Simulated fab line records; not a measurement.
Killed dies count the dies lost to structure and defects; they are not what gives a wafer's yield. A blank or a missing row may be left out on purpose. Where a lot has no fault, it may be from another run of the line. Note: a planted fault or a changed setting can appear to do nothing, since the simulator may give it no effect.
fab line records | flow nand-harc
record lots=13 wafers=39 last-day=34
route steps=1302 shown A_STAIRCASE@773 END@1302
lots untouched by any fault: they come from a run of this same line in which no faults occurred
start-h: the number of hours between the record's first day and the start of the first shown wafer of the lot | wait-h: hours from the lot's prior step to this one | " identical to the entry in the row above | L1.1+2: a single row standing in for several wafers | - either no value or no given start | * or withheld: withheld | < > ~ a bound
route shown NAME@n: a module of which the file shows steps, and the number in the route of the first | usual: average and standard deviation across the fault-free wafers | same: alike in all rows | chamber/n: place in a boat | sites: per-site readings | _std_site: the standard deviation of these | _edge_site: inner sites' mean taken away from outer sites' mean | radius-mm: how far each site lies from the wafer's centre | mask NAME#n: copy n | behind: the most recent tool/chamber to have shaped the wafer | hold: cause of the lot's hold/its duration in hours/its outcome | device: the transistor (n, p or np) that didn't switch | end of line: tests run on the same wafers once the route is complete | a step with no rows: only its recipe | killed: count of dies lost to structure and defects at first sort (not the wafer's yield) | map: per-die view of a wafer (x killed, . not killed, _ where there is no die)
set.NAME: setting as actually run; set.NAME@STEP: the setting as run at that earlier step | model.NAME: the simulator's own value behind a step, which no gauge read
route steps across a sampled set of lots; one table per step, one row per wafer
services: when a tool's chamber went out of use (start-h, in hours from the record's first day, below 0 if earlier), for how many hours, and the reason
## steps
# step NHARC_A_STAIRCASE_DEP_259
# recipe target-thk-a=300 target-thk-nm=30 temp-c=400 pressure-torr=3.5 flow-sccm=200 rf-w=350 material=SiON
# usual heater-power-outer-w=469/81 heater-power-w=776/100
# columns lot.wafer tool chamber start-h wait-h heater-power-outer-w heater-power-w
L524.2 pecvd-01 1 388.37 1.3 411 691
L524.5 " 1 " " 416 695
L524.4 " 2 " " 379 671
L525.3 pecvd-01 0 389.37 0.9 566 875
L525.1 " 1 " " 477 759
L525.4 " 1 " " 482 777
L526.1 pecvd-02 2 404.36 1.6 476 733
L526.5 " 0 " " 502 866
L526.4 " 1 " " 490 790
L527.2 pecvd-04 0 417.54 1.2 509 851
L527.3 " 1 " " 654 952
L527.4 " 1 " " 487 779
L530.3 pecvd-01 1 446.91 0.9 397 683
L530.6 " 1 " " 390 686
L530.5 " 0 " " 527 839
L531.1 pecvd-02 0 452.45 1.5 450 775
L531.4 " 1 " " 472 797
L531.6 " 2 " " 512 781
L540.3 pecvd-02 1 547.11 1.0 421 738
L540.2 " 2 " " 430 667
L540.5 " 0 " " 543 911
L541.3 pecvd-01 1 547.68 0.9 357 611
L541.2 " 2 " " 375 662
L541.5 " 1 " " 364 611
L542.2 pecvd-02 2 562.12 1.3 525 801
L542.5 " 1 " " 462 771
L542.4 " 2 " " 536 800
L543.3 pecvd-04 2 569.69 1.0 541 900
L543.2 " 1 " " 619 923
L543.5 " 2 " " 537 918
L545.3 pecvd-01 1 586.00 0.9 444 737
L545.1 " 2 " " 335 632
L545.4 " 2 " " 329 611
L544.3 pecvd-02 0 587.84 0.9 489 839
L544.4 " 0 " " 485 845
L544.6 " 1 " " 422 711
L546.1 pecvd-02 1 614.97 1.6 431 759
L546.4 " 0 " " 525 886
L546.5 " 1 " " 447 760
# step NHARC_A_STAIRCASE_HM_DEP_459
# recipe target-thk-a=15000 temp-c=400 material=aC
# usual throttle-valve-pct=35.000/0.0093
# columns lot.wafer tool chamber start-h wait-h throttle-valve-pct
L525.1 acl-dep-01 0 393.38 0.1 35.015
L525.3 " 0 " " 35.009
L525.4 " 0 " " 34.994
L524.2 acl-dep-02 0 393.42 0.4 34.997
L524.4 " 0 " " 34.994
L524.5 " 0 " " 35.000
L526.1 acl-dep-02 0 408.67 0.1 35.001
L526.4 " 0 " " 34.996
L526.5 " 0 " " 35.007
L527.2 acl-dep-03 0 423.34 1.9 34.997
L527.3 " 0 " " 34.992
L527.4 " 0 " " 34.994
L530.3 acl-dep-02 0 451.47 0.7 34.998
L530.5 " 0 " " 35.013
L530.6 " 0 " " 34.994
L531.1 acl-dep-02 0 458.88 2.5 35.007
L531.4 " 0 " " 34.997
L531.6 " 0 " " 34.992
L540.2 acl-dep-02 0 553.30 0.4 35.001
L540.3 " 0 " " 34.994
L540.5 " 0 " " 34.995
L541.2 acl-dep-03 0 553.87 0.4 35.006
L541.3 " 0 " " 34.998
L541.5 " 0 " " 35.000
L542.2 acl-dep-02 0 570.61 4.6 34.996
L542.4 " 0 " " 34.994
L542.5 " 0 " " 34.978
L543.2 acl-dep-01 0 574.08 0.4 34.993
L543.3 " 0 " " 35.003
L543.5 " 0 " " 34.972
L545.1 acl-dep-03 0 589.90 0.1 35.005
L545.3 " 0 " " 35.005
L545.4 " 0 " " 34.989
L544.3 acl-dep-01 0 592.33 0.7 35.000
L544.4 " 0 " " 35.018
L544.6 " 0 " " 35.001
L546.1 acl-dep-01 0 623.04 4.2 35.006
L546.4 " 0 " " 35.003
L546.5 " 0 " " 34.987
# step NHARC_A_STAIRCASE_ETCH_452
# recipe target-depth-a=300 overetch-a=30 time-s=16.5 ion-energy-ev=100 cf4-flow-sccm=80 o2-flow-sccm=20 ar-flow-sccm=0 rf-w=300 bias-w=100 chemistry=CF4/O2
# usual bias-w=99.98/0.29 cf4-flow-sccm=80.01/0.24 drypump-motor-current-A=5.8/0.36 oes-product-au=0.998/0.011 rf-vpp-V=197.5/1.4 showerhead-plenum-p-Torr=1.32/0.05 throttle-valve-pct=13.397/0.0087
# columns lot.wafer tool chamber start-h wait-h bias-w cf4-flow-sccm drypump-motor-current-A oes-product-au rf-hours-counter-h rf-vpp-V showerhead-plenum-p-Torr throttle-valve-pct
L524.2 rie-diel-07 3 396.48 - 99.93 80.07 4.8 1.000 33 195.5 1.27 13.408
L524.4 " 1 " " 99.61 80.50 6.3 0.997 - 196.4 1.28 13.401
L524.5 " 3 " " 100.85 80.10 4.8 0.997 - 197.4 1.27 13.405
L525.1 rie-diel-12 2 396.76 - 99.95 79.80 5.8 0.998 34 199.6 1.37 13.402
L525.4 " 0 " " 100.51 79.77 5.8 0.984 30 196.4 1.31 13.393
L525.3 " 1 " " 100.02 79.81 5.6 0.983 38 196.2 1.29 13.405
L526.4 rie-diel-08 0 412.07 - 100.00 79.52 5.8 0.982 15 195.7 1.24 13.390
L526.1 " 2 " " 99.81 79.20 5.9 0.987 11 199.3 1.37 13.390
L526.5 " 0 " " 99.98 79.62 5.8 0.986 - 194.7 1.24 13.393
L527.3 rie-diel-08 3 426.54 - 99.97 80.05 6.4 1.010 15 198.9 1.39 13.414
L527.4 " 0 " " 99.91 79.76 5.8 0.987 18 195.0 1.24 13.404
L527.2 " 2 " " 100.54 80.39 5.9 0.992 14 198.1 1.37 13.402
L530.3 rie-diel-08 3 454.13 - - - - - - - - -
L530.5 " 0 " " - - - - - - - -
L530.6 " 1 " " - - - - - - - -
L531.1 rie-diel-08 1 462.19 - - - - - - - - -
L531.4 " 2 " " - - - - - - - -
L531.6 " 1 " " - - - - - - - -
L540.2 rie-diel-08 0 556.62 - 100.36 79.77 5.8 1.012 0 200.1 1.45 13.392
L540.3 " 1 " " 99.47 79.62 5.5 1.007 0 197.6 1.28 13.414
L540.5 " 2 " " 99.57 80.03 5.9 0.999 - 197.4 1.36 13.405
L541.3 rie-diel-07 1 556.95 - 99.73 80.03 6.2 1.016 23 196.1 1.27 13.404
L541.2 " 3 " " 99.37 79.95 4.9 0.986 28 197.5 1.26 13.388
L541.5 " 1 " " 99.88 79.92 6.3 1.009 - 196.9 1.27 13.382
L542.2 rie-diel-12 0 573.75 - 100.09 80.16 5.8 0.996 49 196.7 1.29 13.411
L542.4 " 2 " " 99.80 79.89 5.9 1.002 41 198.2 1.36 13.397
L542.5 " 0 " " 100.05 80.01 5.8 1.000 - 197.4 1.29 13.402
L543.3 rie-diel-08 0 577.17 - 100.16 80.33 5.8 1.020 9 198.6 1.44 13.398
L543.2 " 1 " " 99.96 79.74 5.4 1.015 10 195.9 1.28 13.400
L543.5 " 0 " " 100.17 80.27 5.8 1.011 - 200.5 1.44 13.395
L545.1 rie-diel-08 1 593.46 - 99.69 79.96 5.5 1.000 13 197.0 1.28 13.399
L545.3 " 2 " " 100.39 80.11 5.9 0.984 11 198.4 1.36 13.408
L545.4 " 0 " " 99.66 80.17 5.8 0.992 - 199.5 1.44 13.397
L544.3 rie-diel-12 0 595.21 - 99.76 79.81 5.8 1.000 52 197.7 1.29 13.397
L544.4 " 0 " " 99.80 79.86 5.8 1.002 - 197.5 1.29 13.403
L544.6 " 3 " " 100.06 80.02 6.1 0.998 - 198.0 1.36 13.381
L546.1 rie-diel-07 2 626.33 - 99.75 80.32 5.9 1.007 44 197.0 1.31 13.393
L546.4 " 3 " " 100.31 79.57 4.9 0.988 47 196.9 1.26 13.399
L546.5 " 2 " " 100.18 80.05 5.9 0.993 - 198.6 1.31 13.393
# step NHARC_A_STAIRCASE_HM_DEP_462
# recipe target-thk-a=8000 temp-c=400 material=aC
# usual throttle-valve-pct=35.000/0.0083
# columns lot.wafer tool chamber start-h wait-h throttle-valve-pct
L525.1 acl-dep-03 0 402.96 4.6 35.010
L525.3 " 0 " " 35.006
L525.4 " 0 " " 35.006
L524.2 acl-dep-01 0 403.06 4.7 34.979
L524.4 " 0 " " 35.002
L524.5 " 0 " " 35.002
L526.1 acl-dep-03 0 413.78 0.1 35.013
L526.4 " 0 " " 35.000
L526.5 " 0 " " 34.990
L527.2 acl-dep-01 0 429.43 1.2 34.996
L527.3 " 0 " " 35.007
L527.4 " 0 " " 34.988
L530.3 acl-dep-01 0 459.19 3.4 34.990
L530.5 " 0 " " 34.983
L530.6 " 0 " " 35.004
L531.1 acl-dep-01 0 464.89 1.1 34.982
L531.4 " 0 " " 34.988
L531.6 " 0 " " 35.010
L540.2 acl-dep-02 0 558.66 0.4 34.996
L540.3 " 0 " " 34.998
L540.5 " 0 " " 35.007
L541.2 acl-dep-03 0 558.97 0.4 34.996
L541.3 " 0 " " 35.009
L541.5 " 0 " " 34.980
L542.2 acl-dep-03 0 575.76 0.4 34.998
L542.4 " 0 " " 35.001
L542.5 " 0 " " 35.001
L543.2 acl-dep-02 0 579.53 0.4 35.011
L543.3 " 0 " " 34.997
L543.5 " 0 " " 34.997
L545.1 acl-dep-02 0 595.40 0.1 34.986
L545.3 " 0 " " 34.993
L545.4 " 0 " " 34.992
L544.3 acl-dep-03 0 597.75 0.7 35.003
L544.4 " 0 " " 34.994
L544.6 " 0 " " 35.009
L546.1 acl-dep-01 0 635.38 7.4 35.007
L546.4 " 0 " " 35.009
L546.5 " 0 " " 34.994
# step NHARC_END_SORT_01
# recipe temp-c=25
# usual killed-at-array=56/17 killed-at-other=1.2/1.4 killed-at-periphery=4/3.2 killed-dies=61/16 killed-open=3.6/2.1 killed-short=2.7/1.8
# same gross-dies=677
# columns lot.wafer tool chamber start-h wait-h killed-at-array killed-at-other killed-at-periphery killed-dies killed-open killed-short
L524.2 prober-01 0 571.61 2.8 49 0 3 52 7 4
L524.4 prober-01 0 573.21 3.4 34 1 0 35 2 4
L524.5 prober-01 0 574.01 3.7 44 1 2 47 4 2
L540.2 prober-02 0 737.96 2.8 51 0 2 53 3 6
L540.3 prober-02 0 738.76 3.1 43 0 2 45 1 2
L540.5 prober-02 0 740.37 3.7 67 0 4 71 4 6
L541.2 prober-01 0 739.22 2.8 74 0 8 82 3 4
L541.3 prober-01 0 740.03 3.1 87 0 3 90 2 1
L541.5 prober-01 0 741.63 3.7 74 0 14 88 0 4
L542.2 prober-02 0 765.76 2.8 43 0 3 46 6 3
L542.4 prober-02 0 767.35 3.4 28 0 4 32 2 0
L542.5 prober-02 0 768.14 3.7 27 0 1 28 1 0
# killed by level:class
L524.2 A_CHANNEL_HOLE_D2:chamber-film-flake=31 A_CONTACT:chamber-film-flake=3 A_STAIRCASE:chamber-film-flake=2 A_ONON_D1:geometric-particle:open=2 A_CHANNEL_FILL_D1:geometric-particle:open=2 A_CHANNEL_HOLE_D1:chamber-film-flake=2 A_BONDPAD:chamber-film-flake=2 P_GATE:geometric-particle:open=1
L524.4 A_CHANNEL_HOLE_D2:chamber-film-flake=23 A_SOURCE_PLATE:geometric-particle:short=2 A_CHANNEL_HOLE_D1:chamber-film-flake=2 A_STAIRCASE:chamber-film-flake=2 A_CONTACT:chamber-film-flake=2 A_ONON_D1:geometric-particle:open=1 A_CHANNEL_FILL_D2:geometric-particle:open=1 A_STAIRCASE:geometric-particle:short=1
L524.5 A_CHANNEL_HOLE_D2:chamber-film-flake=30 A_CHANNEL_HOLE_D1:chamber-film-flake=4 A_CONTACT:chamber-film-flake=4 A_ONON_D2:geometric-particle:open=2 A_ONON_D1:geometric-particle:short=1 A_CHANNEL_FILL_D2:geometric-particle:short=1 A_M1:geometric-particle:open=1 STARTING-WAFER:geometric-particle:open=1
L540.2 A_CHANNEL_HOLE_D2:chamber-film-flake=21 A_CHANNEL_HOLE_D1:chamber-film-flake=7 A_CONTACT:chamber-film-flake=7 A_SLIT:chamber-film-flake=3 A_WL_FILL:chamber-film-flake=2 P_CONTACT:geometric-particle:short=1 A_CHANNEL_HOLE_D1:geometric-particle:short=1 A_CHANNEL_HOLE_D1:geometric-particle:open=1
L540.3 A_CHANNEL_HOLE_D2:chamber-film-flake=21 A_CHANNEL_HOLE_D1:chamber-film-flake=12 A_SLIT:chamber-film-flake=4 P_M0:geometric-particle:open=1 A_DECK1_JOINT:geometric-particle:short=1 A_BLC:geometric-particle:short=1 P_STI:chamber-film-flake=1 A_DECK1_JOINT:chamber-film-flake=1
L541.2 A_SLIT:chamber-film-flake=39 A_CHANNEL_HOLE_D1:chamber-film-flake=24 A_BONDPAD:chamber-film-flake=4 P_ZERO_WELL:chamber-film-flake=3 P_BONDPAD:chamber-film-flake=2 P_STI:geometric-particle:short=1 P_M0:geometric-particle:short=1 P_M1:geometric-particle:open=1
L541.3 A_SLIT:chamber-film-flake=37 A_CHANNEL_HOLE_D1:chamber-film-flake=32 A_STAIRCASE:chamber-film-flake=6 A_CONTACT:chamber-film-flake=3 A_BONDPAD:chamber-film-flake=3 A_ONON_D2:geometric-particle:open=2 P_ZERO_WELL:chamber-film-flake=2 A_DECK1_JOINT:chamber-film-flake=2
L540.5 A_CHANNEL_HOLE_D2:chamber-film-flake=25 A_CHANNEL_HOLE_D1:chamber-film-flake=13 A_SLIT:chamber-film-flake=10 A_CONTACT:chamber-film-flake=6 A_ONON_D2:geometric-particle:short=3 P_STI:chamber-film-flake=3 A_STAIRCASE:chamber-film-flake=2 P_GATE:geometric-particle:open=1
L541.5 A_CHANNEL_HOLE_D1:chamber-film-flake=35 A_SLIT:chamber-film-flake=29 P_ZERO_WELL:chamber-film-flake=5 P_BONDPAD:chamber-film-flake=5 A_STAIRCASE:chamber-film-flake=3 A_WL_FILL:chamber-film-flake=3 P_CONTACT:geometric-particle:short=2 A_CONTACT:chamber-film-flake=2
L542.2 A_CHANNEL_HOLE_D1:chamber-film-flake=23 A_SLIT:chamber-film-flake=6 A_CHANNEL_FILL_D2:chamber-film-flake=3 A_CHANNEL_FILL_D2:geometric-particle:open=2 A_STAIRCASE:chamber-film-flake=2 P_CONTACT:geometric-particle:open=1 P_M2:geometric-particle:open=1 A_SOURCE_PLATE:geometric-particle:open=1
L542.4 A_CHANNEL_HOLE_D1:chamber-film-flake=13 A_SLIT:chamber-film-flake=7 A_CHANNEL_FILL_D2:chamber-film-flake=4 P_STI:chamber-film-flake=3 A_CONTACT:chamber-film-flake=2 P_GATE:geometric-particle:open=1 A_CHANNEL_FILL_D2:geometric-particle:open=1 A_ZERO_WELL:chamber-film-flake=1
L542.5 A_CHANNEL_HOLE_D1:chamber-film-flake=12 A_SLIT:chamber-film-flake=5 A_CHANNEL_FILL_D2:chamber-film-flake=4 A_STAIRCASE:chamber-film-flake=2 A_CONTACT:chamber-film-flake=2 A_ONON_D2:geometric-particle:open=1 P_STI:chamber-film-flake=1 A_CHANNEL_HOLE_D2:chamber-film-flake=1
## services
# columns tool chamber start-h hours kind
pecvd-02 - 367.17 1.8 repair
rie-diel-08 - 367.88 9.0 pm
acl-dep-01 - 372.78 13.0 pm
rie-diel-07 0 385.23 18.2 repair
pecvd-02 2 390.74 9.9 repair
pecvd-02 - 410.66 13.0 pm
acl-dep-02 - 428.13 13.0 pm
rie-diel-08 0 431.78 2.8 repair
rie-diel-12 - 447.46 9.0 pm
rie-diel-07 - 471.34 9.0 pm
rie-diel-08 0 481.63 3.7 repair
acl-dep-03 - 482.08 13.0 pm
rie-diel-08 - 488.25 0.8 repair
pecvd-01 - 492.27 13.0 pm
rie-diel-12 1 544.04 2.3 repair
rie-diel-08 - 544.88 9.0 pm
acl-dep-01 - 553.84 13.0 pm
rie-diel-08 3 590.36 5.6 repair
pecvd-02 - 591.66 13.0 pm
acl-dep-02 - 609.13 13.0 pm
rie-diel-08 2 611.67 5.8 repair
pecvd-01 2 620.33 6.5 repair
pecvd-01 1 622.92 13.7 repair
acl-dep-03 - 630.30 9.1 repair
## key
first-sign step=NHARC_A_STAIRCASE_ETCH_452 reading=tool-record direction=missing
effect none on later readings
met-at NHARC_A_STAIRCASE_ETCH_452
struck-lots L530,L531
tester-left-out L530,L531
not-acting-at NHARC_A_STAIRCASE_DEP_259,NHARC_A_STAIRCASE_HM_DEP_459,NHARC_A_STAIRCASE_HM_DEP_462
onset-between 426.54 454.13
fault kind=skipped-step-whole tool=rie-diel-08 chamber=- onset-h=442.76 steps=NHARC_A_STAIRCASE_ETCH_452 scope=struck-lots-only
# tester-left-out: of these lots the tester's yield and bins aren't shown, on N5 and GAA mostly nor the transistor test; their killed dies are dies lost to structure and defects alone, not to doping, threshold or leakage, so they don't give the yield
